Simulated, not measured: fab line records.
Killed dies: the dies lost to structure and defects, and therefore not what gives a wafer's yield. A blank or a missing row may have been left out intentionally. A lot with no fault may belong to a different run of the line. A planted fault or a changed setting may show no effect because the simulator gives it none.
Chamber matching | flow nand-harc | 4 sister chambers for NHARC_A_BLC_ALD_23 on ald-metal-02
The step deposits TiN, target thk 3 nm, pulse time 1 s, ald cycles 150. 18 wafers are shown with their chamber, then 9 later ones without.

## WAFERS, EACH WITH ITS CHAMBER
wafer  | chamber | heater-power-w (W) | precursor-pulse-height-rel
L074.1 | 1       | 959                | 0.976
L074.2 | 2       | 1114               | 1.009
L074.5 | 0       | 1125               | 0.963
L075.1 | 1       | 971                | 0.998
L075.2 | 3       | 1154               | 0.961
L075.3 | 2       | 1080               | 1.000
L080.2 | 3       | 1125               | 1.031
L080.4 | 2       | 1064               | 1.021
L080.5 | 3       | 1161               | 1.046
L081.2 | 1       | 952                | 1.000
L081.3 | 3       | 1155               | 1.002
L081.6 | 2       | 1090               | 1.000
L085.1 | 3       | 1153               | 1.020
L085.5 | 1       | 983                | 1.042
L085.6 | 0       | 1170               | 1.011
L082.2 | 2       | 1080               | 0.985
L082.3 | 0       | 1176               | 0.998
L082.4 | 1       | 965                | 0.986

SIGNATURES, as means of the wafers listed above
reading                    | chamber 0 | chamber 1 | chamber 2 | chamber 3 | scatter within a chamber
heater-power-w             | 1157.00   | 966.00    | 1085.60   | 1149.60   | 17.5
precursor-pulse-height-rel | 0.99067   | 1.00040   | 1.00300   | 1.01200   | 0.025
Rule: distance of a wafer from a chamber = root of the sum over the readings of ((wafer's reading minus chamber's mean) / reading's scatter) squared. The wafer belongs to the nearest chamber; if the next one is less than 2 further off, it can't be placed. How the scatter is found: for the shown wafers, subtract from each reading the mean of its chamber, square and add these, divide the total by (wafers less chambers), then take the root.

## WAFERS WHOSE CHAMBER IS MISSING
wafer  | heater-power-w (W) | precursor-pulse-height-rel
L089.1 | 1150               | 1.030
L089.4 | 1064               | 1.002
L089.6 | 1146               | 1.007
L091.1 | 1166               | 1.058
L091.4 | 1129               | 0.964
L091.6 | 1103               | 1.022
L095.1 | 1196               | 0.978
L095.2 | 1174               | 0.975
L095.4 | 970                | 0.983

## THE CHAMBER EACH PASSED THROUGH
wafer  | from the rows above          | in truth
L089.1 | can't be placed: 3 or 0      | 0
L089.4 | 2                            | 2
L089.6 | can't be placed: 3 or 0      | 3
L091.1 | can't be placed: 3 or 0      | 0
L091.4 | can't be placed: 0 or 3 or 2 | 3
L091.6 | can't be placed: 2 or 3      | 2
L095.1 | can't be placed: 0 or 3      | 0
L095.2 | can't be placed: 0 or 3      | 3
L095.4 | 1                            | 1
Correct placement for 2 of the 9. These rows do not allow placing 7 (true chamber among the candidates in 7). Wrongly placed: 0.
